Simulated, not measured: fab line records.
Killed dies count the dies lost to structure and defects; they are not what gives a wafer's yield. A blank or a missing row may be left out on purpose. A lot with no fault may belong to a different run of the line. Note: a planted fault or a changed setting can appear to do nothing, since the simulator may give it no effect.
Chamber matching + flow n5 finfet + N5_BEOL_M6_ETCH_62 on rie diel-03 has 4 sister chambers
The step etches SOC in N2/H2, target depth 110 nm, overetch 22 nm, time 165 s. 8 wafers are shown with their chamber, then 7 later ones without.

EACH WAFER AND ITS CHAMBER
| wafer  | chamber | drypump motor current A (A) | showerhead plenum p Torr (Torr) |
|--------|---------|-----------------------------|---------------------------------|
| L815.2 | 1       | 4.9                         | 2.68                            |
| L821.1 | 0       | 5.2                         | 2.52                            |
| L821.5 | 2       | 6.5                         | 2.60                            |
| L823.4 | 1       | 4.9                         | 2.67                            |
| L823.5 | 3       | 6.3                         | 2.51                            |
| L823.6 | 2       | 6.5                         | 2.60                            |
| L828.1 | 0       | 5.1                         | 2.51                            |
| L828.4 | 3       | 6.2                         | 2.51                            |

WAFERS WITHOUT THEIR CHAMBER
| wafer  | drypump motor current A (A) | showerhead plenum p Torr (Torr) |
|--------|-----------------------------|---------------------------------|
| L828.6 | 4.9                         | 2.67                            |
| L835.2 | 6.5                         | 2.59                            |
| L835.3 | 4.9                         | 2.66                            |
| L835.5 | 4.9                         | 2.66                            |
| L834.1 | 5.2                         | 2.50                            |
| L834.2 | 4.9                         | 2.66                            |
| L834.4 | 6.5                         | 2.58                            |

WHICH CHAMBER EACH ONE RAN IN
| wafer  | from the rows above | in truth |
|--------|---------------------|----------|
| L828.6 | 1                   | 1        |
| L835.2 | 2                   | 2        |
| L835.3 | 1                   | 1        |
| L835.5 | 1                   | 1        |
| L834.1 | 0                   | 0        |
| L834.2 | 1                   | 1        |
| L834.4 | 2                   | 2        |
7 of 7 placed correctly. From these rows, 0 cannot be placed. Number placed wrongly: 0.
How it was worked out, from the rows above alone: a wafer's distance from a chamber is the root of the sum, over the readings, of the square of ((its reading less the chamber's mean) divided by the reading's scatter). If the next closest chamber is less than 2 further off than the closest, the wafer can't be placed; otherwise it belongs to the closest. Each chamber's mean is taken over the wafers shown for it. The scatter: take each reading less its chamber's mean, square it, sum over the shown wafers, divide by the number of wafers less the number of chambers, and take the root.
